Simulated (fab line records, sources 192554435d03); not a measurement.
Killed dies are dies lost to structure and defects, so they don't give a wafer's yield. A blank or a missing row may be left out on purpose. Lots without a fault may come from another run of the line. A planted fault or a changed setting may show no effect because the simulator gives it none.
fab line records | flow n5_finfet
record lots=4 wafers=12 last_day=15
route steps=1938 shown BEOL_M0_SAQP@657 BEOL_M0_CUTY@710 BEOL_M4@1111 PASSIVATION@1936
lots that met no fault: from a run of the same line without faults
start_h: hours from the record's first day to the start of the lot's first wafer shown | wait_h: hours since the lot's step before | " the same as in the row above | L1.1+2: a row that stands for several wafers | - no value, or no start given | * or withheld: withheld | < > ~ a bound
route shown NAME@n: a module of which the file shows steps, and the number in the route of the first | usual: mean/standard deviation of fault-free wafers | same: alike in all rows | chamber/n: place in a boat | sites: the reading at each site | _std_site: their standard deviation | _edge_site: outer sites' mean less inner sites' | radius_mm: how far each site lies from the wafer's centre | mask NAME#n: copy n | behind: the tool/chamber that last shaped the wafer | hold: why the lot was held/for how many hours/how that ended | device: the transistor (n, p or np) that didn't switch | end of line: the same wafers' tests at the end of the route | a step without rows: its recipe alone | killed: dies lost to structure and defects at the first sort, not the wafer's yield | map: a wafer's dies, x killed, . not, _ none there
set.NAME: the setting as run; set.NAME@STEP: as run at that earlier step | model.NAME: the simulator's own value behind a step, which no gauge read
lots at some steps of the route; a table a step, a row a wafer
services: from which hour (start_h, from the record's first day; less than 0 if before it) a tool's chamber was out of use, for how many hours, and why
## steps
# step N5_BEOL_M0_SAQP_STRIP_113
# recipe chemistry=CHF3/O2 resist=SiARC rf_frequency_hz=6e+07
# step N5_BEOL_M0_SAQP_MANDREL_ETCH_20
# recipe target_depth_a=600 chemistry=HBr/Cl2 target=a-Si stop_on=SiNx bt_time_s=10 mask_material=SOC over_etch_frac=0.5 time_s=30 pressure_mtorr=10 icp_w=800 bias_w=75 HBr_flow_sccm=150 Cl2_flow_sccm=80 ends=end_point
# step N5_BEOL_M0_SAQP_STRIP_86
# recipe chemistry=N2/H2 power_w=500 temp_c=40 pressure_mtorr=50 rf_frequency_hz=6e+07 overash_fraction=0.3 bias_power_w=28 h2_frac=0.5 n2_flow_sccm=300 h2_flow_sccm=300
# step N5_BEOL_M0_SAQP_STRIP_115
# recipe chemistry=post_etch_residue_remover time_s=60 temp_c=25 remover_ph=withheld remover_water_wt_pct=withheld remover_fluoride_wt_pct=withheld
# step N5_BEOL_M0_SAQP_SRD_93
# recipe dry=ipa_marangoni time_s=30 temp_c=23 rinse_liquid=diw
# step N5_BEOL_M0_SAQP_RECESS_114
# recipe chemistry=HF/NH3 target=SiO2 target_depth_a=144 afs_cycles=3 temp_c=30 sublimation_temp_c=180 sublimation_time_s=60
# step N5_BEOL_M0_SAQP_SPACER1_ALD_98
# recipe material=SiO2 target_thk_a=128 temp_c=300 ald_precursor_family=BDEAS ald_co_reactant=O2-plasma pulse_time_s=1 purge_time_s=2 co_reactant_purge_time_s=2 ald_cycles=138 pressure_torr=2
# step N5_BEOL_M0_SAQP_SPACER1_ETCHBACK_99
# recipe chemistry=CHF3/O2 mode=anisotropic_etchback target=SiO2 target_depth_a=154 time_s=7.7 pressure_mtorr=30 source_w=650 bias_w=170 Ar_flow_sccm=200 CHF3_flow_sccm=50 O2_flow_sccm=5 ion_energy_ev=200
# step N5_BEOL_M0_SAQP_MANDREL1_REMOVE_100
# recipe chemistry=HBr/Cl2/O2 bt_time_s=10 target=a-Si stop_on=SiNx endpoint=OES-SiCl over_etch_frac=0.85 icp_w=600 bias_w=30 HBr_flow_sccm=150 Cl2_flow_sccm=80 O2_flow_sccm=5 pressure_mtorr=10
# step N5_BEOL_M0_SAQP_ETCH_101
# recipe chemistry=CH3F/O2 target=SiNx mask_material=SiO2 target_depth_a=299 time_s=42.7 pressure_mtorr=30 source_w=395 bias_w=73 Ar_flow_sccm=150 CH3F_flow_sccm=30 O2_flow_sccm=20 ion_energy_ev=120
# step N5_BEOL_M0_SAQP_ETCH_102
# recipe chemistry=CF4 target=SiO2 target_depth_a=40 ion_energy_ev=350 time_s=4.4 pressure_mtorr=10 icp_w=800 bias_w=400 cf4_flow_sccm=80
# step N5_BEOL_M0_SAQP_MANDREL_ETCH_103
# recipe chemistry=HBr/Cl2 target=a-Si target_depth_a=450 bt_time_s=10 stop_on=SiCN mask_material=SiO2 over_etch_frac=0.8 time_s=27 pressure_mtorr=10 icp_w=800 bias_w=75 HBr_flow_sccm=150 Cl2_flow_sccm=80 ends=end_point
# usual chamber_pressure_mTorr=9.999/0.0084 drypump_motor_current_A=5.8/0.52 oes_product_au=0.688/0.01 throttle_valve_pct=35.30/0.24
# columns lot.wafer tool chamber start_h wait_h chamber_pressure_mTorr drypump_motor_current_A oes_product_au rf_hours_counter_h throttle_valve_pct
L646.1 rie_si-03 0 112.82 0.0 10.005 5.7 0.694 98 35.52
L646.4 " 2 " " 10.005 5.1 0.684 91 35.27
L646.6 " 2 " " 10.006 5.0 0.691 - 35.25
L650.1 rie_si-03 2 132.26 0.0 10.006 5.0 0.669 91 35.31
L650.4 " 1 " " 9.982 5.5 0.687 187 34.87
L650.5 " 0 " " 9.992 5.7 0.699 - 35.51
L652.1 rie_si-03 1 147.39 0.0 10.005 5.4 0.682 188 34.87
L652.4 " 3 " " 9.994 6.2 0.706 1 35.23
L652.5 " 0 " " 10.007 5.7 0.698 - 35.51
L662.1 rie_si-02 0 203.78 0.0 10.003 5.4 0.686 35 34.74
L662.2 " 2 " " 9.997 5.7 0.668 106 35.47
L662.6 " 0 " " 10.005 5.4 0.695 - 34.73
# step N5_BEOL_M0_SAQP_RECESS_104
# recipe chemistry=HF/NH3 target=SiO2 target_depth_a=180 afs_cycles=3 temp_c=30 sublimation_temp_c=180 sublimation_time_s=60
# step N5_BEOL_M0_SAQP_COAT_105
# recipe resist=SOC temp_c=250 time_s=60 spin_rpm=1500 resist_thk_nm=100
# step N5_BEOL_M0_SAQP_ETCH_106
# recipe chemistry=N2/H2 target=SOC target_depth_a=1500 stop_on=SiNx ion_energy_ev=100 bias_w=61 pressure_mtorr=30 source_w=850 n2_flow_sccm=200 h2_flow_sccm=200
# step N5_BEOL_M0_SAQP_ETCH_107
# recipe chemistry=CH3F/O2 target=SiNx target_depth_a=300 mask_material=SOC pressure_mtorr=30 source_w=395 bias_w=73 Ar_flow_sccm=150 CH3F_flow_sccm=30 O2_flow_sccm=20 ion_energy_ev=120
# step N5_BEOL_M0_SAQP_STRIP_108
# recipe chemistry=N2/H2 power_w=500 temp_c=40 pressure_mtorr=50 rf_frequency_hz=6e+07 overash_fraction=0.3 bias_power_w=28 h2_frac=0.5 n2_flow_sccm=300 h2_flow_sccm=300
# step N5_BEOL_M0_SAQP_RECESS_109
# recipe chemistry=HF/NH3 target=SiO2 target_depth_a=30 afs_cycles=1 temp_c=30 sublimation_temp_c=180 sublimation_time_s=60
# step N5_BEOL_M0_SAQP_SPACER2_ALD_26
# recipe material=SiO2 target_thk_a=150 temp_c=300 ald_precursor_family=BDEAS ald_co_reactant=O2-plasma pulse_time_s=1 purge_time_s=2 co_reactant_purge_time_s=2 pressure_torr=2
# step N5_BEOL_M0_SAQP_SPACER2_ETCHBACK_27
# recipe chemistry=CHF3/O2 mode=anisotropic_etchback target=SiO2 target_depth_a=225 time_s=11.25 pressure_mtorr=30 source_w=650 bias_w=170 Ar_flow_sccm=200 CHF3_flow_sccm=50 O2_flow_sccm=5 ion_energy_ev=200
# step N5_BEOL_M0_SAQP_MANDREL2_REMOVE_110
# recipe chemistry=HBr/Cl2/O2 bt_time_s=10 target=a-Si stop_on=SiCN endpoint=OES-SiCl over_etch_frac=1 icp_w=600 bias_w=30 HBr_flow_sccm=150 Cl2_flow_sccm=80 O2_flow_sccm=5 pressure_mtorr=10
# step N5_BEOL_M0_SAQP_COAT_69
# recipe resist=SOC temp_c=250 time_s=60 spin_rpm=1500 resist_thk_nm=90
# step N5_BEOL_M0_SAQP_COAT_72
# recipe resist=SiARC temp_c=220 time_s=60 spin_rpm=1500 resist_thk_nm=15
# step N5_BEOL_M0_SAQP_COAT_87
# recipe resist=underlayer temp_c=205 time_s=60 spin_rpm=1500 resist_thk_nm=5
# step N5_BEOL_M0_SAQP_COAT_34
# recipe resist=CAR-EUV spin_rpm=1500 resist_thk_nm=30
# step N5_BEOL_M0_SAQP_EBR_36
# recipe solvent=PGMEA ebr_width_mm=1.5
# step N5_BEOL_M0_SAQP_SOFTBAKE_35
# recipe temp_c=110 time_s=60 resist=CAR-EUV
# step N5_BEOL_M0_SAQP_EXPOSE_37
# recipe mask_id=M0_CUT1 na=0.33 source_shape=annular sigma_inner=0.35 sigma_outer=0.8 polarization=unpolarized target_cd_nm=30 dose_mj=44.75
# step N5_BEOL_M0_SAQP_PEB_38
# recipe peb_temp_c=100 peb_time_s=60 resist=CAR-EUV
# step N5_BEOL_M0_SAQP_DEVELOP_39
# recipe develop_time_s=30 developer=TMAH resist=CAR-EUV rinse_liquid=surfactant_rinse dry=air_spin dev_temp_c=23
# step N5_BEOL_M0_SAQP_INSPECT_42
# recipe mode=adi inspect_instrument=brightfield
# usual raw_defect_count=263/71
# columns lot.wafer tool chamber start_h wait_h raw_defect_count
L646.1 defect_inspect-02 - 115.65 0.1 309
L646.4 " - " " 359
L646.6 " - " " 344
L650.1 defect_inspect-02 - 135.85 0.1 187
L650.4 " - " " 634
L650.5 " - " " 187
L652.1 defect_inspect-01 - 149.58 0.1 659
L652.4 " - " " 276
L652.5 " - " " 303
L662.1 defect_inspect-02 - 205.92 0.1 301
L662.2 " - " " 226
L662.6 " - " " 354
# step N5_BEOL_M0_SAQP_DESCUM_45
# recipe chemistry=O2 time_s=7 source_power_w=50 bias_power_w=20 pressure_mtorr=20 rf_frequency_hz=2.712e+07 temp_c=40 resist=CAR-EUV o2_flow_sccm=225
# step N5_BEOL_M0_SAQP_ETCH_88
# recipe chemistry=N2/H2 target=underlayer target_depth_a=65 time_s=5.2 ion_energy_ev=200 mask_material=CAR-EUV pressure_mtorr=30 source_w=840 bias_w=150 n2_flow_sccm=200 h2_flow_sccm=200 ends=cleared
# step N5_BEOL_M0_SAQP_ETCH_73
# recipe chemistry=CF4 target=SiARC target_depth_a=195 mask_material=CAR-EUV time_s=32.5 ion_energy_ev=80 pressure_mtorr=40 source_w=545 bias_w=36 Ar_flow_sccm=100 cf4_flow_sccm=100 ends=cleared
# step N5_BEOL_M0_SAQP_CUT_ETCH_46
# recipe chemistry=N2/H2 target=SOC target_depth_a=1350 overetch_a=270 temp_c=40 time_s=202.5 ion_energy_ev=200 mask_material=SiARC pressure_mtorr=30 source_w=840 bias_w=150 n2_flow_sccm=200 h2_flow_sccm=200
# step N5_BEOL_M0_SAQP_STRIP_74
# recipe chemistry=N2/H2 temp_c=40 n2_flow_sccm=200 h2_flow_sccm=200 rf_frequency_hz=6e+07
# step N5_BEOL_M0_SAQP_STRIP_89
# recipe chemistry=N2/H2 temp_c=40 n2_flow_sccm=200 h2_flow_sccm=200 rf_frequency_hz=6e+07
# step N5_BEOL_M0_SAQP_ALD_48
# recipe material=SiO2 target_thk_a=200 temp_c=100 ald_precursor_family=BDEAS ald_co_reactant=O2-plasma pulse_time_s=1 co_reactant_pulse_time_s=1 purge_time_s=2 co_reactant_purge_time_s=2 ald_cycles=139 pressure_torr=2
# step N5_BEOL_M0_CUTY_INSPECT_59
# recipe mode=adi inspect_instrument=macro
# usual raw_defect_count=2.1/1.4
# columns lot.wafer tool chamber start_h wait_h raw_defect_count
L646.1 defect_inspect-02 - 118.21 0.0 3
L646.4 " - " " 4
L646.6 " - " " 0
L650.1 defect_inspect-01 - 137.32 0.0 1
L650.4 " - " " >300
L650.5 " - " " 4
L652.1 defect_inspect-02 - 151.15 0.0 >300
L652.4 " - " " 1
L652.5 " - " " 4
L662.1 defect_inspect-02 - 208.22 0.0 2
L662.2 " - " " 2
L662.6 " - " " 1
# step N5_BEOL_M4_RC_MEAS_101
# usual DIBL_N=36.5/1.7 DIBL_P=36.3/2.1 IOFF_N=0.16/0.036 IOFF_P=0.21/0.037 ION_N=676/12 ION_P=462/7.6 SS_N=71.5/0.68 SS_P=73.3/0.63 VT_N=249/3.5 VT_P=-250/3.5
# columns lot.wafer tool chamber start_h wait_h DIBL_N[mV/V] DIBL_P[mV/V] IOFF_N[nA/um] IOFF_P[nA/um] ION_N[uA/um] ION_P[uA/um] SS_N[mV/dec] SS_P[mV/dec] VT_N[mV] VT_P[mV]
L646.1 prober-01 0 175.95 0.0 37.0 36.9 0.18 0.22 677 463 72.0 73.3 248 -251
L646.4 " 0 " " 34.0 33.7 0.13 0.18 669 462 71.3 73.2 251 -251
L646.6 " 0 " " 37.7 37.8 0.21 0.24 690 468 72.4 73.8 246 -250
L650.1 prober-01 0 193.63 0.0 35.4 35.1 0.14 0.19 678 461 70.3 73.0 251 -249
L650.4 " 0 " " 35.8 35.2 0.14 0.19 667 460 70.3 72.7 254 -250
L650.5 " 0 " " 34.5 34.2 0.13 0.19 663 458 70.7 72.7 251 -249
L652.1 prober-02 0 205.98 0.0 36.8 34.6 0.14 0.19 664 450 71.5 73.2 253 -249
L652.4 " 0 " " 34.4 32.0 0.11 0.16 659 457 70.5 71.9 255 -252
L652.5 " 0 " " 36.6 34.1 0.13 0.19 665 454 71.0 72.5 253 -253
L662.1 prober-01 0 259.59 0.0 35.5 34.1 0.14 0.18 656 450 72.2 73.3 255 -254
L662.2 " 0 " " 35.2 35.7 0.14 0.20 666 456 71.6 73.6 251 -252
L662.6 " 0 " " 35.7 35.6 0.15 0.20 675 455 72.1 73.5 249 -250
# step N5_PASSIVATION_PROBE_49
# usual defect_limited_yield=91.4/1.5 killed_at_M0_to_M3=34/12 killed_at_M4_up=12/4.9 killed_at_contacts=13/7.2 killed_at_front_end=39/12 killed_at_other=3.7/2.9 killed_dies=101/18 killed_open=67/14 killed_short=33/7.2 sort_bin_5_function=5.1/0.97 sort_bin_6_memory=3.2/0.67 sort_n_pass=1079/17 sort_yield_pct=91.4/1.5
# same gross_dies=1180 killed_at_back_side=0 sort_bin_4_leakage[%]=0 sort_bin_8_speed[%]=0
# columns lot.wafer tool chamber start_h wait_h defect_limited_yield[%] killed_at_M0_to_M3 killed_at_M4_up killed_at_contacts killed_at_front_end killed_at_other killed_dies killed_open killed_short sort_bin_5_function[%] sort_bin_6_memory[%] sort_n_pass sort_yield_pct[%]
L650.4 prober-01 - 299.43 0.2 82.3 128 13 7 54 7 209 61 38 10.6 5.1 971 82.3
L652.1 prober-01 - 309.07 0.0 82.4 148 20 3 35 2 208 66 34 10.5 5.4 972 82.4
# killed by level:class
L650.4 BEOL_M0_SAQP:unspecified=110 FIN_SAQP:geometric_particle:open=17 STI_FIN_REVEAL:geometric_particle:open=9 ILD0:geometric_particle:short=9 FIN_SAQP:geometric_particle:short=8 BEOL_M4:geometric_particle:open=8 BEOL_M0_SAQP:geometric_particle:short=5 MOL_CONTACT_COAG:geometric_particle:open=4
L652.1 BEOL_M0_SAQP:unspecified=108 BEOL_M3:geometric_particle:open=14 GATE_CUT:geometric_particle:short=8 BEOL_M4:geometric_particle:open=8 STI_FIN_REVEAL:geometric_particle:open=6 BEOL_M0_SAQP:geometric_particle:short=6 BEOL_M2:geometric_particle:open=6 FIN_SAQP:geometric_particle:open=5
# map L650.4 (x killed, . not)
_________________..x.........________________
______________....x.x..........._____________
___________........................__________
__________...........x...........x.._________
________.........x...................._______
_______.x..................x.....x.....______
______............x..............x......_____
_____xx........x...............x.........____
____...x............x..x..x...............___
___x..............x............x.x...x.....__
___.x............................x.....x...__
__......................x..x..........x.x..._
__....x...........x.......xx.....x.........._
_...x...................x...x..x....x....x...
_...x.......x.xx......xx..x.xxx............x.
_...........x....x.....xxxxxx..xx..x...x.....
_...x.x..x............xxxxxxxxxxx.........x..
_.......x..x.........xx.xxxxxxxx.x..x...x...x
_...x..............xx..xxxxxxxxxx.........x..
_x.........x..x......xxxxxxxxxxxxx.....x.....
_.x.x................x.xxxxxxxxx.x........x..
__....................xxxxxxxxxx............_
__.................xxx.xxxxxxxxx...x..x....._
___..........x........xxxxxx..xx.x.........__
___...................x.xxx.xx..........x..__
____.....x...............x.x.x............___
_____.....x..xx..x..x.....x..............____
______........x...............x........._____
_______..................x.x...........______
________...xxxx......................._______
__________.............x............_________
___________..x.x...................__________
______________...x.......xxx...._____________
_________________.....x..x...________________
# map L652.1 (x killed, . not)
_________________............________________
______________..x............x.._____________
___________...................x....__________
__________...x.......x.............._________
________...................x.x........_______
_______................................______
______..........................x......._____
_____.x....................xx............____
____........................x.........xx..___
___.................xx.........x...x.......__
___.............x..............x...........__
__...............x......x.x.x.......xx....x._
__..x......xxx........x....................._
_.....................x..xx.xx..x...........x
_...........xx..........xxxx.xx..............
_.....x.......x........xx.xxxxxxxx...........
_.x......xx...........xxxxxxxxxx.x..xx.......
_...x.................xxxxxxxxxxx.x...x.x....
_......x....x.......xxxxxxxxxxxxxx...x..x.x..
_.....x....x.......x.xxxxxxxxxxxxx.....x.....
_................x...xxxxxxxxxxxxxx..........
__x.........x.......x..xxxxxxxxxx..x.....x.._
__.............x....xx.xxxx..x.x.xx........._
___xx................xxxxx.x..x.....x.x....__
___..................x..x.....x.....x......__
____.....................xx......xx.......___
_____.........x..........................____
______...............xx.xx...x...x..x.x._____
_______........................x..x....______
________............x........x.......x_______
__________..............x..........._________
___________.x...............x...x.x__________
______________...x..........x..x_____________
_________________............________________
## services
# columns tool chamber start_h hours kind
rie_si-02 1 129.08 9.9 repair
rie_si-02 1 140.73 - clean
rie_si-02 1 140.73 18.0 scheduled_down
rie_si-02 1 140.73 18.0 vent_cycle
rie_si-03 1 152.82 1.6 repair
rie_si-02 2 180.45 3.1 repair
rie_si-03 1 191.32 4.3 repair
rie_si-03 0 198.88 9.0 repair
## key
first_sign step=N5_BEOL_M0_SAQP_INSPECT_42 reading=raw_defect_count direction=up sigmas=5.4 usual=263 struck=646
effect step=N5_BEOL_M0_CUTY_INSPECT_59 reading=raw_defect_count direction=up sigmas=99+ usual=2.1 struck=>300
effect step=N5_PASSIVATION_PROBE_49 reading=killed_at_M0_to_M3 direction=up sigmas=9 usual=34 struck=138
more_kills_born_at N5_BEOL_M0_SAQP_MANDREL_ETCH_103@rie_si-03=218
met_at N5_BEOL_M0_SAQP_MANDREL_ETCH_103
struck_wafers L650.4,L652.1
fault kind=chamber_particle_source tool=rie_si-03 chamber=1 onset_h=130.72 steps=N5_BEOL_M0_SAQP_MANDREL_ETCH_103 rate_per_visit_cm2=0.57559 end_h=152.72
